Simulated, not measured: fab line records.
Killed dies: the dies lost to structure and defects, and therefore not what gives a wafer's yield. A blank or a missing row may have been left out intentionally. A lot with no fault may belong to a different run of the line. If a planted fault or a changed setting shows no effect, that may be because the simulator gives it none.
8D (eight disciplines) problem report, filled in by code    flow nand harc    the parts of the form that need people (team, actions taken, sign-off) are left out

== 1. PROBLEM STATEMENT ==
At NHARC_P_CONTACT_CMP_24, time to endpoint s averages 25.6 s over 3 wafers from 3 lots, while fault-free wafers read 39.8 s, standard deviation 2.5. That puts it -5.7 standard deviations away from the usual mean.
The step: polishes, t overpolish 30 s, target thk 200 nm.
Seen first at day 9 17:04 on cmp-04, wafer L360.4. The record has a number at this step for 35 wafers belonging to 12 lots. Rule for "out" (also "out of limits"): further than 4 standard deviations from the usual mean. Any other wafer with a number is counted as sound.

== 2. WHAT THIS IS AND IS NOT ==
question                     is                      is not
which readings at this step  time to endpoint s      motor current A, overpolish run s, slurry flow ml min
which lots                   L360, L362, L363        L345, L346, L348, L349, L351, L354, L357, L358, L367
which wafers of those lots   L360.4, L362.3, L363.4  L360.2, L360.5, L362.6, L363.1, L363.6
read on which tools          cmp-02, cmp-04          cmp-03
when                         from day 9 17:04        up to then (26 sound wafers); but 6 sound wafers of L362, L363, L367 came after

== 3. SUSPECTS, AND WHAT RULES EACH OUT ==
Counting: a tool at a process step up to the reading stays a suspect if it ran every lot that is out. Sound lots after the first of them don't rule it out here, since some wafers of a struck lot are sound.
- rie diel-11 at NHARC_P_CONTACT_ETCH_31 (etches the open film in CH3F/O2, target depth 30 nm, time 85.7 s): kept. Every lot that is out went through it, the first being L360 (day 9 16:26); the last sound lot it ran before that was L354 (day 7 21:32). Because NHARC_P_CONTACT_ETCH_31 lacks a start for some lots, the hours and order of its lots are taken from NHARC_P_CONTACT_CVD_23.
- cvd w-01 at NHARC_P_CONTACT_CVD_23 (deposits W, target thk 200 nm, time 557 s): kept. Every lot that is out went through it, the first being L360 (day 9 16:26); the last sound lot it ran before that was L358 (day 9 01:01).
What counting leaves: rie diel-11 at NHARC_P_CONTACT_ETCH_31 and cvd w-01 at NHARC_P_CONTACT_CVD_23.

== 4. THE CAUSE (what the simulator had put in) ==
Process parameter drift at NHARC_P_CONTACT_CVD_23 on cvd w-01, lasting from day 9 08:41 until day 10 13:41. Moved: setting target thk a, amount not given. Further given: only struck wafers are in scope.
Counting left 2 suspects, and this tool is among them.

== 5. SEQUENCE OF EFFECTS, ordered by route ==
Each row: a reading whose mean over the struck wafers that have a number lies more than 3 standard deviations from the usual. Readings are gone through only where the record gives a usual standard deviation; hours: the median, over the lots, of the time from a lot's start at the first step in this table giving one to that lot's start at this step; sigmas: the change measured in usual standard deviations.
hours  step                    reading             usual   on struck wafers  change  sigmas
0      NHARC_P_CONTACT_CMP_24  time to endpoint s  39.8 s  25.6              -14.2   -5.7
It contains these process steps:
- NHARC_P_CONTACT_CMP_24: polishes, t overpolish 30 s, target thk 200 nm.
Later measuring or inspecting steps at which every struck wafer that the step has a row for has a number for every such reading, and none has moved that far: NHARC_P_M0_OVL_MEAS_10.

== 6. WHAT WOULD HAVE CAUGHT IT SOONER ==
In this record no reading fell out of limits until day 9 17:04, 8 hours after the fault had begun at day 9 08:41.
An alarm limit of 4 standard deviations would not have fired on the tool readings at NHARC_P_CONTACT_CVD_23 for which the record gives a usual standard deviation, since none of them was out on any struck wafer.
L363, L362, from the lots that are out (3), started NHARC_P_CONTACT_CVD_23 on cvd w-01 later than day 9 17:04. A hold on the tool at that time would have spared those 2.
